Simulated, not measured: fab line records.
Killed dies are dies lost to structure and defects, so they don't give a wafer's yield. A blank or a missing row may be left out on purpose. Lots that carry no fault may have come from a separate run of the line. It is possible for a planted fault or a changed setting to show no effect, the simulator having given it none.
Matching of chambers | flow n5Finfet | N5_FIN_SAQP_ETCH_52 on rieDiel-02: 4 sister chambers
The step etches SOC in N2/H2, target depth 100 nm, overetch 20 nm, time 150 s. 4 wafers are shown with their chamber, then 7 later ones without.

WAFERS WITH THEIR CHAMBER
wafer  | chamber | showerheadPlenumPTorr (Torr)
L083.5 | 1       | 2.65
L086.4 | 3       | 2.70
L090.1 | 2       | 2.52
L090.4 | 0       | 2.60

WAFERS MISSING THEIR CHAMBER
wafer  | showerheadPlenumPTorr (Torr)
L090.6 | 2.64
L091.1 | 2.64
L091.3 | 2.60
L091.4 | 2.52
L094.2 | 2.52
L094.3 | 2.60
L094.5 | 2.60

WHICH CHAMBER EACH ONE RAN IN
wafer  | from the rows above | in truth
L090.6 | 1                   | 1
L091.1 | 1                   | 1
L091.3 | 0                   | 0
L091.4 | 2                   | 2
L094.2 | 2                   | 2
L094.3 | 0                   | 0
L094.5 | 0                   | 0
Placed correctly: 7 of 7. Can't be placed from these rows: 0. Wrongly placed: 0.
How it was worked out, from the rows above alone: a wafer's distance from a chamber is the root of the sum, over the readings, of the square of ((its reading less the chamber's mean) divided by the reading's scatter). If the next closest chamber is less than 2 further off than the closest, the wafer can't be placed; otherwise it belongs to the closest. Each chamber's mean is taken over the wafers shown for it. The scatter: root of mean squared gap, hidden wafer to nearest shown wafer, with one shown wafer a chamber.
